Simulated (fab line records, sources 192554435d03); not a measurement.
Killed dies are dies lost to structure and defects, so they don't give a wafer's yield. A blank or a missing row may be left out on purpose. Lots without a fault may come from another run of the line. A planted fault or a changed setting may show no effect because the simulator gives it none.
Chamber matching | flow n5_finfet | N5_BEOL_M9_STRIP_67 on rie_diel-03: 4 sister chambers
The step strips in CF4. 8 wafers are shown with their chamber, then 8 later ones without.

WAFERS WITH THEIR CHAMBER
wafer  | chamber | showerhead_plenum_p_Torr (Torr) | drypump_motor_current_A (A)
L074.6 | 0       | 1.78                            | 6.26
L076.1 | 1       | 1.73                            | 5.59
L081.5 | 1       | 1.73                            | 5.56
L084.1 | 3       | 1.89                            | 5.79
L084.3 | 0       | 1.77                            | 6.29
L087.2 | 3       | 1.89                            | 5.81
L087.5 | 2       | 1.85                            | 5.71
L090.2 | 2       | 1.85                            | 5.71

WAFERS WITHOUT THEIR CHAMBER
wafer  | showerhead_plenum_p_Torr (Torr) | drypump_motor_current_A (A)
L090.5 | 1.77                            | 6.26
L090.6 | 1.88                            | 5.79
L095.1 | 1.72                            | 5.56
L095.2 | 1.88                            | 5.79
L095.3 | 1.77                            | 6.30
L095.4 | 1.85                            | 5.70
L095.5 | 1.88                            | 5.82
L095.6 | 1.77                            | 6.31

WHICH CHAMBER EACH WENT THROUGH
wafer  | from the rows above | in truth
L090.5 | 0                   | 0
L090.6 | 3                   | 3
L095.1 | 1                   | 1
L095.2 | 3                   | 3
L095.3 | 0                   | 0
L095.4 | 2                   | 2
L095.5 | 3                   | 3
L095.6 | 0                   | 0
Placed correctly: 8 of 8. Can't be placed from these rows: 0. Placed wrongly: 0.
How it was worked out, from the rows above alone: a wafer's distance from a chamber is the root of the sum, over the readings, of the square of ((its reading less the chamber's mean) divided by the reading's scatter). The wafer belongs to the nearest chamber; if the next one is less than 2 further off, it can't be placed. A chamber's mean is the mean of its shown wafers. The scatter: the root of (the sum of the squares of (reading less its chamber's mean) over the shown wafers, divided by (wafers less chambers)).
